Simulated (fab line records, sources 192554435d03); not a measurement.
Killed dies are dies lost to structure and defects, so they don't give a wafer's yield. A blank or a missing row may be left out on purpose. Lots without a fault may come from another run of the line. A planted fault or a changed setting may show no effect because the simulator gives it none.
Which tool did it? | flow n5_finfet | 24 lots, 72 wafers sampled, at 2 steps of a route of 1938

WHAT THE GAUGES READ, wafer by wafer
N5_BEOL_M0_CUTY_OVL_MEAS_58.
lot  | measured     | on         | M0_ABLK_OVL (nm)
L074 | day 5 20:00  | overlay-02 | 0.8 -0.6 0.7
L075 | day 6 01:13  | overlay-01 | -0.3 0.5 0.0
L076 | day 6 06:05  | overlay-02 | 0.4 -0.2 0.1
L077 | day 6 09:50  | overlay-01 | -1.0 -1.0 -0.5
L078 | day 6 16:29  | overlay-02 | 0.3 0.2 -0.1
L079 | day 7 01:03  | overlay-02 | 0.0 1.0 -0.4
L080 | day 7 01:34  | overlay-01 | -0.4 -0.6 -0.1
L081 | day 7 13:33  | overlay-02 | -0.7 0.4 -0.9
L082 | day 8 00:38  | overlay-02 | -0.1 1.8 -0.7
L083 | day 8 08:26  | overlay-01 | 0.1 -0.1 -0.8
L084 | day 8 08:49  | overlay-01 | -1.1 -1.1 0.3
L085 | day 8 11:02  | overlay-02 | 0.4 0.2 0.3
L086 | day 8 20:12  | overlay-02 | -0.7 0.3 0.6
L087 | day 9 02:08  | overlay-01 | 0.8 0.2 0.6
L088 | day 9 06:19  | overlay-02 | -0.4 0.9 -0.2
L089 | day 9 11:10  | overlay-01 | -0.1 -0.3 -0.1
L090 | day 9 15:49  | overlay-01 | -0.1 -1.0 -0.1
L091 | day 9 21:22  | overlay-01 | -1.3 -1.9 -0.2
L092 | day 10 13:44 | overlay-01 | -0.7 -0.4 -0.6
L093 | day 10 14:24 | overlay-02 | -1.3 -0.2 0.2
L094 | day 10 16:33 | overlay-01 | 0.1 -0.4 -0.9
L095 | day 11 04:45 | overlay-01 | 0.8 0.3 0.8
L096 | day 11 05:58 | overlay-02 | -0.7 -1.0 0.2
L097 | day 11 12:02 | overlay-01 | -1.0 0.2 0.1

WHICH TOOL RAN EACH LOT (tool, then ch and the chambers of the sampled wafers, then the start)
lot  | N5_BEOL_M0_SAQP_CUT_ETCH_46
L074 | rie_diel-06 ch 1,2,3, day 5 18:45
L075 | rie_diel-06 ch 1,3, day 5 23:40
L076 | rie_diel-06 ch 0,1,2, day 6 04:36
L077 | rie_diel-02 ch 2,3, day 6 08:11
L078 | rie_diel-02 ch 0,1,2, day 6 15:14
L079 | rie_diel-03 ch 1,3, day 6 23:45
L080 | rie_diel-06 ch 0,1,3, day 7 00:19
L081 | rie_diel-02 ch 0,1,3, day 7 12:18
L082 | rie_diel-02 ch 0,1,2, day 7 23:28
L083 | rie_diel-03 ch 0,3, day 8 07:11
L084 | rie_diel-03 ch 0,1, day 8 07:31
L085 | rie_diel-02 ch 2,3, day 8 09:47
L086 | rie_diel-03 ch 0,2, day 8 19:05
L087 | rie_diel-06 ch 0,3, day 9 00:57
L088 | rie_diel-02 ch 0,1,2, day 9 04:59
L089 | rie_diel-03 ch 0,1,2, day 9 09:52
L090 | rie_diel-03 ch 0,1,2, day 9 14:31
L091 | rie_diel-02 ch 1,2,3, day 9 20:07
L092 | rie_diel-06 ch 0,2,3, day 10 12:31
L093 | rie_diel-03 ch 0,3, day 10 13:09
L094 | rie_diel-02 ch 2,3, day 10 15:18
L095 | rie_diel-02 ch 0,1,3, day 11 03:38
L096 | rie_diel-06 ch 1,2,3, day 11 04:43
L097 | rie_diel-03 ch 2,3, day 11 09:46
- N5_BEOL_M0_SAQP_CUT_ETCH_46: etches SOC in N2/H2, target depth 135 nm, overetch 27 nm, time 202.5 s.

WHAT THE TOOLS THEMSELVES READ (means of the sampled wafers that have a number; where no wafer has one, the mark that the record gives instead)
N5_BEOL_M0_SAQP_CUT_ETCH_46.
lot  | tool        | drypump_motor_current_A (A) | rf_vpp_V (V) | showerhead_plenum_p_Torr (Torr) | temp_c (C) | throttle_valve_pct (%)
L074 | rie_diel-06 | 6.11                        | 524.6        | 2.53                            | 40.02      | 17.60
L075 | rie_diel-06 | 6.02                        | 524.1        | 2.54                            | 40.00      | 17.80
L076 | rie_diel-06 | 6.11                        | 524.9        | 2.58                            | 39.93      | 17.62
L077 | rie_diel-02 | 6.03                        | 523.6        | 2.54                            | 39.96      | 17.75
L078 | rie_diel-02 | 5.82                        | 525.8        | 2.58                            | 39.93      | 17.51
L079 | rie_diel-03 | 5.57                        | 523.7        | 2.56                            | 40.01      | 17.97
L080 | rie_diel-06 | 6.03                        | 524.6        | 2.59                            | 40.01      | 17.81
L081 | rie_diel-02 | 5.86                        | 524.7        | 2.56                            | 39.90      | 17.54
L082 | rie_diel-02 | 5.82                        | 524.5        | 2.57                            | 39.99      | 17.54
L083 | rie_diel-03 | 5.79                        | 522.6        | 2.49                            | 39.90      | 17.75
L084 | rie_diel-03 | 5.59                        | 522.5        | 2.49                            | 40.09      | 17.99
L085 | rie_diel-02 | 6.01                        | 522.6        | 2.53                            | 40.03      | 17.67
L086 | rie_diel-03 | 5.94                        | 523.4        | 2.53                            | 39.98      | 17.85
L087 | rie_diel-06 | 5.79                        | 524.2        | 2.56                            | 40.02      | 18.05
L088 | rie_diel-02 | 5.80                        | 525.1        | 2.57                            | 39.97      | 17.55
L089 | rie_diel-03 | 5.72                        | 522.8        | 2.50                            | 40.07      | 17.93
L090 | rie_diel-03 | 5.76                        | 522.9        | 2.50                            | 40.00      | 17.94
L091 | rie_diel-02 | 6.04                        | 523.5        | 2.58                            | 40.06      | 17.62
L092 | rie_diel-06 | 5.87                        | 524.3        | 2.55                            | 40.00      | 17.90
L093 | rie_diel-03 | 5.77                        | 521.6        | 2.49                            | 40.07      | 17.78
L094 | rie_diel-02 | 6.06                        | 522.9        | 2.52                            | 39.95      | 17.70
L095 | rie_diel-02 | 5.89                        | 524.4        | 2.55                            | 40.02      | 17.59
L096 | rie_diel-06 | 6.12                        | 524.3        | 2.51                            | 40.02      | 17.69
L097 | rie_diel-03 | 5.98                        | 525.3        | 2.58                            | 39.91      | 17.87

THE ANSWER, worked out from the rows above alone
Rule: what is usual is taken from the lots themselves. Put in order of their means at a reading, lots are off if they are a third of the lots or fewer, leave a main group of 4 or more, and stand apart from it by a gap of 3 or more times the standard deviation of the main group's means; of several such gaps the widest counts. A main group whose means are all the same, to the digits that the tables above print for the reading, isn't used. A lot without any number at a reading at which 4 lots or more have one is off too. The other lots that the step has rows for count as sound. The gauges are gone through in route order, then the tools' own readings, and for those a lot's mean is taken as printed above. The first step at which some lot is off is used, and at that step the reading that is off furthest; a lot without a number counts as furthest.
No lot is off at any reading shown: from this, nothing can be told.

WHAT THE SIMULATOR HAD PUT IN
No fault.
